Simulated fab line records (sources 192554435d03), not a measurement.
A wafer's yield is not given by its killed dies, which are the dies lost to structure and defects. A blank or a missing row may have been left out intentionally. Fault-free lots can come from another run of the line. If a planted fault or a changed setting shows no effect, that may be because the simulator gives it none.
Chamber matching -- flow n5 finfet -- 3 sister chambers for N5_BEOL_M9_CURE_71 on uv cure-03
The step cures SiCOH lowk, time 240 s. 3 wafers are shown with their chamber, then 9 later ones without.

== WAFERS WITH THEIR CHAMBER ==
wafer,chamber,wafer_temp_C_max
L083.6,0,386.8
L086.6,1,387.2
L092.6,2,385.9

== WAFERS WITH NO CHAMBER GIVEN ==
wafer,wafer_temp_C_max
L093.1,386.1
L093.3,386.4
L093.6,386.1
L095.2,386.3
L095.3,386.1
L095.6,386.2
L097.1,385.8
L097.3,386.5
L097.6,386.1

== WHICH CHAMBER EACH WENT THROUGH ==
wafer,from the rows above,in truth
L093.1,can't be placed: 2 or 0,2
L093.3,can't be placed: 0 or 2 or 1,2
L093.6,can't be placed: 2 or 0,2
L095.2,can't be placed: 2 or 0 or 1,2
L095.3,can't be placed: 2 or 0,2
L095.6,can't be placed: 2 or 0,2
L097.1,2,2
L097.3,can't be placed: 0 or 2 or 1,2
L097.6,can't be placed: 2 or 0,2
Correctly placed: 1 of 9. Can't be placed from these rows: 8 (the true chamber is among the candidates in 8). Wrongly placed: 0.
How it was worked out, from the rows above alone: a wafer's distance from a chamber is the root of the sum, over the readings, of the square of ((its reading less the chamber's mean) divided by the reading's scatter). The wafer belongs to the nearest chamber; if the next one is less than 2 further off, it can't be placed. A chamber's mean is the mean of its shown wafers. The scatter (one wafer shown for each chamber): square how far every hidden wafer sits from the nearest shown wafer, average those squares and take the square root.
